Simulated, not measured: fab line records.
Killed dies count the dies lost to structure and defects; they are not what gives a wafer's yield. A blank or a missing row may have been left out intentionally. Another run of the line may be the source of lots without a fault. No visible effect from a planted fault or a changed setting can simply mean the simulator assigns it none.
fab line records    flow nand_harc
record lots=12  wafers=35  last_day=33
route steps=1302 shown A_CONTACT@1064
lots that met no fault: from a run of the same line without faults
start_h: hours from the record's first day to the start of the lot's first wafer shown    wait_h: how many hours have passed since the lot's step before this one    " as in the row above    L1.1+2: one row covering several wafers at once    - no value, or no start given    * or withheld: withheld    < > ~ a bound
route shown NAME@n: names a module that has steps shown in the file, with the first one's number in the route    usual: mean/standard deviation taken from wafers without a fault    same: alike in all rows    chamber/n: place in a boat    sites: readings site by site    _std_site: how widely they spread, as a standard deviation    _edge_site: the outer-site mean with the inner-site mean subtracted    radius_mm: for every site, how far away it sits from the centre of the wafer    mask NAME#n: copy n    behind: the most recent tool/chamber to have shaped the wafer    hold: cause of the lot's hold/its duration in hours/its outcome    device: the transistor (n, p or np) that didn't switch    end of line: the tests these same wafers got at the end of their route    a step without rows: its recipe alone    killed: dies that structure and defects cost at the first sort, which is not the same as the wafer's yield    map: dies across one wafer; x = killed, . = not, _ = none there
set.NAME: the run value of the setting; set.NAME@STEP: its run value at that earlier step    model.NAME: the simulator's own value behind a step, which no gauge read
route steps across a sampled set of lots; one table per step, one row per wafer
services: from which hour (start_h, from the record's first day; less than 0 if before it) a tool's chamber was out of use, for how many hours, and why
## steps
# step NHARC_A_CONTACT_STRIP_82
# recipe o2_flow_sccm=500  ar_flow_sccm=0  bias_w=0  chemistry=O2
# usual drypump_motor_current_A=5.89/0.24  mfc_ar_sccm=0.006/0.0099  oes_product_au=0.995/0.013  rf_vpp_V=57.5/0.86  showerhead_plenum_p_Torr=3.44/0.098  throttle_valve_pct=17.037/0.0096
lot.wafer  tool         chamber  start_h  wait_h  drypump_motor_current_A  mfc_ar_sccm  oes_product_au  rf_hours_counter_h  rf_vpp_V  showerhead_plenum_p_Torr  throttle_valve_pct
L946.3     rie_diel-05  0        -        -       5.41                     0.014        0.982           29                  58.3      3.43                      17.047
L946.6     "            0        "        "       5.42                     0.014        0.987           -                   57.3      3.43                      17.038
L946.5     "            1        "        "       6.10                     0            1.021           -                   57.8      3.31                      17.034
L947.1     rie_diel-08  0        -        -       6.05                     0            0.993           19                  57.6      3.55                      17.052
L947.6     "            0        "        "       6.05                     0            0.996           -                   57.2      3.55                      17.033
L947.5     "            1        "        "       6.06                     0.005        1.016           -                   57.9      3.54                      17.022
L948.1     rie_diel-08  2        -        -       6.35                     0.005        0.993           27                  58.0      3.59                      17.030
L948.3     "            1        "        "       6.09                     0.005        1.017           25                  57.2      3.53                      17.045
L948.6     "            3        "        "       5.64                     0            1.002           -                   56.9      3.32                      17.014
L949.2     rie_diel-12  2        -        -       5.84                     0.024        0.973           21                  58.1      3.51                      17.031
L949.6     "            3        "        "       5.60                     0            0.969           -                   57.0      3.34                      17.039
L949.4     "            0        "        "       5.88                     0            1.007           -                   57.1      3.39                      17.057
L956.2     rie_diel-08  1        -        -       6.07                     0.005        0.997           9                   58.3      3.53                      17.028
L956.3     "            2        "        "       6.37                     0.005        0.990           11                  57.9      3.58                      17.042
L956.6     "            3        "        "       5.63                     0            0.991           -                   55.6      3.31                      17.038
L955.4     rie_diel-08  1        -        -       6.08                     0.005        0.996           10                  57.9      3.53                      17.041
L955.2     "            2        "        "       6.34                     0.005        0.996           11                  57.4      3.58                      17.040
L961.1     rie_diel-05  1        -        -       6.06                     0            0.997           20                  57.6      3.28                      17.030
L961.3     "            3        "        "       5.74                     0.039        0.966           20                  58.0      3.37                      17.029
L961.2     "            0        "        "       5.42                     0.014        0.999           22                  57.1      3.40                      17.046
L960.3     rie_diel-08  0        -        -       6.06                     0            0.992           16                  60.1      3.54                      17.047
L960.6     "            2        "        "       6.34                     0.005        0.980           -                   59.0      3.57                      17.030
L960.4     "            0        "        "       6.05                     0            0.999           -                   56.5      3.54                      17.032
L965.3     rie_diel-12  3        -        -       5.60                     0            0.980           15                  57.1      3.32                      17.025
L965.1     "            0        "        "       5.84                     0            0.998           15                  57.0      3.37                      17.045
L965.5     "            0        "        "       5.84                     0            1.005           -                   56.6      3.37                      17.043
L966.4     rie_diel-08  3        -        -       5.61                     0            1.015           27                  58.4      3.30                      17.017
L966.3     "            0        "        "       6.05                     0            1.001           27                  58.3      3.53                      17.041
L966.5     "            0        "        "       6.05                     0            1.000           -                   57.4      3.53                      17.034
L964.4     rie_diel-05  0        -        -       5.43                     0.014        1.000           40                  58.2      3.39                      17.032
L964.2     "            3        "        "       5.83                     0.039        0.992           31                  57.6      3.36                      17.033
L964.6     "            1        "        "       6.06                     0            0.992           -                   56.9      3.27                      17.038
L969.4     rie_diel-12  3        -        -       5.60                     0            0.981           29                  57.1      3.31                      17.054
L969.5     "            1        "        "       5.82                     0            1.011           -                   58.1      3.48                      17.019
L969.6     "            2        "        "       5.81                     0.024        0.989           -                   58.6      3.47                      17.040
# step NHARC_A_CONTACT_ETCH_134
# recipe source_w=withheld  pressure_mtorr=20  bias_v=withheld  time_s=140  target_depth_a=7000  ar_flow_sccm=withheld  c4f8_flow_sccm=withheld  o2_flow_sccm=withheld  chemistry=C4F8/O2/Ar
lot.wafer  tool             chamber  start_h  wait_h  rf_hours_counter_h
L946.3     har_cap_etch-03  1        504.25   -       -
L946.6     "                0        "        "       -
L946.5     "                1        "        "       -
L947.1     har_cap_etch-01  1        516.68   -       0
L947.6     "                0        "        "       -
L947.5     "                1        "        "       -
L948.1     har_cap_etch-02  0        525.56   -       97
L948.3     "                0        "        "       -
L948.6     "                1        "        "       -
L949.2     har_cap_etch-03  1        530.23   -       47
L949.4     "                1        "        "       -
L949.6     "                0        "        "       -
L956.2     har_cap_etch-01  1        611.87   -       17
L956.3     "                0        "        "       -
L956.6     "                0        "        "       -
L955.2     har_cap_etch-03  1        618.74   -       61
L955.4     "                1        "        "       -
L961.1     har_cap_etch-01  0        645.01   -       23
L961.2     "                1        "        "       23
L961.3     "                0        "        "       -
L960.4     har_cap_etch-03  1        647.37   -       -
L960.3     "                0        "        "       -
L960.6     "                1        "        "       -
L965.1     har_cap_etch-01  0        701.07   -       33
L965.3     "                1        "        "       -
L965.5     "                0        "        "       -
L966.4     har_cap_etch-03  1        703.46   -       -
L966.3     "                0        "        "       -
L966.5     "                1        "        "       -
L964.2     har_cap_etch-02  1        705.23   -       128
L964.4     "                1        "        "       -
L964.6     "                1        "        "       -
L969.4     har_cap_etch-01  0        734.51   -       -
L969.6     "                0        "        "       -
L969.5     "                1        "        "       -
# step NHARC_A_CONTACT_ETCH_136
# recipe source_w=withheld  pressure_mtorr=20  bias_v=1200  time_s=311  target_depth_a=19120  ar_flow_sccm=withheld  c4f8_flow_sccm=withheld  o2_flow_sccm=withheld  chemistry=C4F8/O2/Ar
lot.wafer  tool             chamber  start_h  wait_h  rf_hours_counter_h
L946.3     har_cap_etch-03  1        504.75   0.2     -
L946.6     "                0        "        "       -
L946.5     "                1        "        "       -
L947.1     har_cap_etch-01  1        517.16   0.2     0
L947.6     "                0        "        "       -
L947.5     "                1        "        "       -
L948.1     har_cap_etch-02  0        526.05   0.2     97
L948.3     "                0        "        "       -
L948.6     "                1        "        "       -
L949.2     har_cap_etch-03  1        530.72   0.2     48
L949.4     "                1        "        "       -
L949.6     "                0        "        "       -
L956.2     har_cap_etch-01  1        612.35   0.2     17
L956.3     "                0        "        "       -
L956.6     "                0        "        "       -
L955.2     har_cap_etch-03  1        619.21   0.2     62
L955.4     "                1        "        "       -
L961.1     har_cap_etch-01  0        645.64   0.3     24
L961.2     "                1        "        "       24
L961.3     "                0        "        "       -
L960.4     har_cap_etch-03  1        647.86   0.2     -
L960.3     "                0        "        "       -
L960.6     "                1        "        "       -
L965.1     har_cap_etch-01  0        701.55   0.2     33
L965.3     "                1        "        "       -
L965.5     "                0        "        "       -
L966.4     har_cap_etch-03  1        704.12   0.3     -
L966.3     "                0        "        "       -
L966.5     "                1        "        "       -
L964.2     har_cap_etch-02  1        705.69   0.2     129
L964.4     "                1        "        "       -
L964.6     "                1        "        "       -
L969.4     har_cap_etch-01  0        735.00   0.2     -
L969.6     "                0        "        "       -
L969.5     "                1        "        "       -
# step NHARC_A_CONTACT_ETCH_92
# recipe target_depth_a=400  over_etch_frac=0.5  time_s=85.7  ion_energy_ev=120  ch3f_flow_sccm=50  o2_flow_sccm=30  ar_flow_sccm=200  rf_w=500  bias_w=100  chemistry=CH3F/O2
# usual drypump_motor_current_A=5.91/0.27  mfc_ar_sccm=199.9/0.63  oes_product_au=0.925/0.02  rf_vpp_V=243.5/1.3  showerhead_plenum_p_Torr=2.40/0.073  throttle_valve_pct=20.663/0.0094
# same over_etch_frac=0.5
lot.wafer  tool         chamber  start_h  wait_h  drypump_motor_current_A  mfc_ar_sccm  oes_product_au  rf_hours_counter_h  rf_vpp_V  showerhead_plenum_p_Torr  throttle_valve_pct
L946.3     rie_diel-08  2        506.01   0.4     6.36                     200.3        0.934           24                  244.5     2.50                      20.665
L946.5     "            0        "        "       6.06                     199.6        0.929           -                   243.5     2.48                      20.673
L946.6     "            1        "        "       6.07                     198.9        0.945           -                   242.9     2.46                      20.671
L947.1     rie_diel-08  0        518.53   0.5     6.07                     200.9        0.916           22                  244.1     2.47                      20.665
L947.6     "            1        "        "       6.05                     200.2        0.943           -                   245.3     2.46                      20.653
L947.5     "            2        "        "       6.32                     199.7        0.932           -                   244.9     2.50                      20.671
L948.1     rie_diel-12  3        527.38   0.5     5.59                     200.9        0.897           20                  242.2     2.32                      20.667
L948.3     "            0        "        "       5.84                     199.6        0.926           21                  243.9     2.36                      20.653
L948.6     "            2        "        "       5.82                     198.5        0.897           -                   244.3     2.45                      20.682
L949.2     rie_diel-08  2        532.06   0.5     6.33                     199.2        0.914           30                  245.2     2.50                      20.655
L949.4     "            3        "        "       5.63                     199.8        0.926           29                  242.2     2.30                      20.681
L949.6     "            2        "        "       6.32                     198.6        0.929           -                   243.6     2.50                      20.666
L956.3     rie_diel-08  2        613.68   0.4     6.34                     199.2        0.920           12                  244.0     2.50                      20.660
L956.2     "            0        "        "       6.04                     200.8        0.725           10                  242.6     2.47                      20.670
L956.6     "            3        "        "       5.61                     199.8        0.925           -                   240.8     2.30                      20.658
L955.2     rie_diel-08  1        620.61   0.5     6.07                     199.3        0.722           12                  245.4     2.46                      20.661
L955.4     "            2        "        "       6.37                     199.9        0.901           14                  244.0     2.49                      20.668
L961.3     rie_diel-05  0        647.37   0.5     5.40                     199.1        0.931           23                  243.1     2.37                      20.657
L961.2     "            1        "        "       6.03                     199.8        0.916           21                  241.8     2.28                      20.660
L961.1     "            2        "        "       6.10                     198.7        0.944           18                  245.3     2.40                      20.663
L960.3     rie_diel-12  3        649.15   0.4     5.60                     200.2        0.904           5                   242.3     2.31                      20.658
L960.4     "            1        "        "       5.82                     199.6        0.936           8                   244.1     2.43                      20.659
L960.6     "            0        "        "       5.83                     198.9        0.913           -                   243.0     2.35                      20.674
L965.3     rie_diel-12  1        702.86   0.4     5.82                     199.7        0.929           20                  245.9     2.43                      20.681
L965.1     "            2        "        "       5.77                     199.9        0.912           23                  244.5     2.42                      20.670
L965.5     "            2        "        "       5.78                     200.4        0.926           -                   246.3     2.42                      20.665
L966.3     rie_diel-08  1        705.73   0.4     6.05                     198.9        0.923           28                  244.5     2.45                      20.662
L966.4     "            0        "        "       6.02                     200.3        0.926           29                  244.3     2.46                      20.672
L966.5     "            2        "        "       6.32                     199.7        0.916           -                   244.3     2.49                      20.655
L964.4     rie_diel-08  2        707.07   0.4     6.33                     201.6        0.922           29                  244.4     2.49                      20.645
L964.2     "            3        "        "       5.62                     200.7        0.921           28                  241.7     2.29                      20.656
L964.6     "            3        "        "       5.62                     199.3        0.921           -                   242.7     2.29                      20.670
L969.4     rie_diel-08  0        736.32   0.5     6.04                     199.5        1.015           1                   243.8     2.46                      20.664
L969.6     "            1        "        "       6.07                     200.2        1.005           -                   243.9     2.45                      20.642
L969.5     "            2        "        "       6.34                     199.7        1.001           -                   245.0     2.49                      20.673
## services
tool             chamber  start_h  hours  kind
rie_diel-08      0        475.13   -      clean
rie_diel-08      1        475.13   -      clean
rie_diel-08      2        475.13   -      clean
rie_diel-08      3        475.13   -      clean
har_cap_etch-03  -        477.98   0.5    repair
rie_diel-08      2        487.02   3.5    repair
rie_diel-05      0        488.97   8.7    repair
har_cap_etch-01  -        497.00   17.0   pm
rie_diel-08      0        499.63   -      clean
rie_diel-08      -        544.86   9.0    pm
rie_diel-12      0        576.81   15.6   repair
rie_diel-08      0        578.58   4.5    repair
rie_diel-05      -        583.62   9.0    pm
rie_diel-12      -        598.60   0.9    repair
rie_diel-12      1        603.50   19.8   repair
rie_diel-12      -        625.01   9.0    pm
rie_diel-08      3        639.83   13.3   repair
rie_diel-05      3        643.44   9.1    repair
rie_diel-08      3        656.70   1.3    repair
rie_diel-12      1        678.30   1.5    repair
rie_diel-08      1        679.84   5.6    repair
rie_diel-08      2        682.15   12.8   repair
rie_diel-08      -        721.97   9.0    pm
rie_diel-05      0        731.96   10.1   repair
## key
first_sign step=NHARC_A_CONTACT_ETCH_92  reading=oes_product_au  direction=down  sigmas=10  usual=0.925  struck=0.724
effect none on later readings
met_at NHARC_A_CONTACT_ETCH_92
struck_lots L955,L956
struck_wafers L955.2,L956.2
tester_left_out L955,L956
not_acting_at NHARC_A_CONTACT_STRIP_82,NHARC_A_CONTACT_ETCH_134,NHARC_A_CONTACT_ETCH_136
onset_between 532.06 613.68
fault kind=process_parameter_drift  tool=rie_diel-08  chamber=-  onset_h=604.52  steps=NHARC_A_CONTACT_ETCH_92  channel=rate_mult  offset=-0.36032  shape=step  end_h=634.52  scope=struck_wafers_only
# tester_left_out: of these lots the tester's yield and bins aren't shown, on N5 and GAA mostly nor the transistor test; their killed dies are dies lost to structure and defects alone, not to doping, threshold or leakage, so they don't give the yield
